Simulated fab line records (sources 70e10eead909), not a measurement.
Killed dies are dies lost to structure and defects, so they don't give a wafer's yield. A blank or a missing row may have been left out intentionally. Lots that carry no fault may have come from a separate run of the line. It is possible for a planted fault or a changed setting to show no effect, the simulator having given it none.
Matching of chambers || flow nandHarc || NHARC_A_STAIRCASE_ETCH_292 on rieDiel-02 has 4 sister chambers
The step etches the open film in CF4/CHF3. 14 wafers are shown with their chamber, then 7 later ones without.

== EACH WAFER AND ITS CHAMBER ==
{"wafer": "L615.1", "chamber": 3, "drypumpMotorCurrentA (A)": 5.7, "showerheadPlenumPTorr (Torr)": 1.59, "rfVppV (V)": 369.9}
{"wafer": "L615.3", "chamber": 0, "drypumpMotorCurrentA (A)": 5.1, "showerheadPlenumPTorr (Torr)": 1.46, "rfVppV (V)": 366.0}
{"wafer": "L615.6", "chamber": 1, "drypumpMotorCurrentA (A)": 6.0, "showerheadPlenumPTorr (Torr)": 1.56, "rfVppV (V)": 368.4}
{"wafer": "L616.3", "chamber": 2, "drypumpMotorCurrentA (A)": 5.9, "showerheadPlenumPTorr (Torr)": 1.48, "rfVppV (V)": 367.2}
{"wafer": "L616.5", "chamber": 0, "drypumpMotorCurrentA (A)": 5.1, "showerheadPlenumPTorr (Torr)": 1.46, "rfVppV (V)": 367.1}
{"wafer": "L616.6", "chamber": 1, "drypumpMotorCurrentA (A)": 6.1, "showerheadPlenumPTorr (Torr)": 1.56, "rfVppV (V)": 370.9}
{"wafer": "L620.1", "chamber": 0, "drypumpMotorCurrentA (A)": 5.1, "showerheadPlenumPTorr (Torr)": 1.46, "rfVppV (V)": 366.9}
{"wafer": "L620.4", "chamber": 2, "drypumpMotorCurrentA (A)": 5.8, "showerheadPlenumPTorr (Torr)": 1.48, "rfVppV (V)": 367.9}
{"wafer": "L620.6", "chamber": 0, "drypumpMotorCurrentA (A)": 5.1, "showerheadPlenumPTorr (Torr)": 1.46, "rfVppV (V)": 367.3}
{"wafer": "L625.1", "chamber": 2, "drypumpMotorCurrentA (A)": 5.8, "showerheadPlenumPTorr (Torr)": 1.48, "rfVppV (V)": 367.0}
{"wafer": "L625.5", "chamber": 2, "drypumpMotorCurrentA (A)": 5.8, "showerheadPlenumPTorr (Torr)": 1.48, "rfVppV (V)": 367.4}
{"wafer": "L625.6", "chamber": 3, "drypumpMotorCurrentA (A)": 5.6, "showerheadPlenumPTorr (Torr)": 1.59, "rfVppV (V)": 370.9}
{"wafer": "L633.1", "chamber": 0, "drypumpMotorCurrentA (A)": 5.1, "showerheadPlenumPTorr (Torr)": 1.70, "rfVppV (V)": 375.6}
{"wafer": "L633.4", "chamber": 2, "drypumpMotorCurrentA (A)": 5.9, "showerheadPlenumPTorr (Torr)": 1.48, "rfVppV (V)": 367.1}

SIGNATURES (means of the wafers above)
{"reading": "drypumpMotorCurrentA", "chamber 0": 5.100, "chamber 1": 6.050, "chamber 2": 5.840, "chamber 3": 5.650, "scatter within a chamber": 0.0469}
{"reading": "showerheadPlenumPTorr", "chamber 0": 1.5080, "chamber 1": 1.5600, "chamber 2": 1.4800, "chamber 3": 1.5900, "scatter within a chamber": 0.0679}
{"reading": "rfVppV", "chamber 0": 368.580, "chamber 1": 369.650, "chamber 2": 367.320, "chamber 3": 370.400, "scatter within a chamber": 2.58}
Rule: for each reading, subtract the chamber's mean from the wafer's reading, divide by that reading's scatter and square the result; add these up over the readings and take the root, which gives the wafer's distance from the chamber. If the next closest chamber is less than 2 further off than the closest, the wafer can't be placed; otherwise it belongs to the closest. The scatter: the root of (the sum of the squares of (reading less its chamber's mean) over the shown wafers, divided by (wafers less chambers)).

== WAFERS WHOSE CHAMBER IS MISSING ==
{"wafer": "L633.5", "drypumpMotorCurrentA (A)": 5.1, "showerheadPlenumPTorr (Torr)": 1.70, "rfVppV (V)": 374.8}
{"wafer": "L635.1", "drypumpMotorCurrentA (A)": 6.0, "showerheadPlenumPTorr (Torr)": 1.55, "rfVppV (V)": 369.9}
{"wafer": "L635.2", "drypumpMotorCurrentA (A)": 5.1, "showerheadPlenumPTorr (Torr)": 1.70, "rfVppV (V)": 374.1}
{"wafer": "L635.3", "drypumpMotorCurrentA (A)": 5.8, "showerheadPlenumPTorr (Torr)": 1.48, "rfVppV (V)": 368.6}
{"wafer": "L638.1", "drypumpMotorCurrentA (A)": 6.0, "showerheadPlenumPTorr (Torr)": 1.54, "rfVppV (V)": 369.6}
{"wafer": "L638.5", "drypumpMotorCurrentA (A)": 6.0, "showerheadPlenumPTorr (Torr)": 1.54, "rfVppV (V)": 369.5}
{"wafer": "L638.6", "drypumpMotorCurrentA (A)": 5.1, "showerheadPlenumPTorr (Torr)": 1.69, "rfVppV (V)": 373.6}

== EACH ONE'S CHAMBER ==
{"wafer": "L633.5", "from the rows above": 0, "in truth": 0}
{"wafer": "L635.1", "from the rows above": 1, "in truth": 1}
{"wafer": "L635.2", "from the rows above": 0, "in truth": 0}
{"wafer": "L635.3", "from the rows above": 2, "in truth": 2}
{"wafer": "L638.1", "from the rows above": 1, "in truth": 1}
{"wafer": "L638.5", "from the rows above": 1, "in truth": 1}
{"wafer": "L638.6", "from the rows above": 0, "in truth": 0}
Correct placement for 7 of the 7. Can't be placed from these rows: 0. Number placed wrongly: 0.
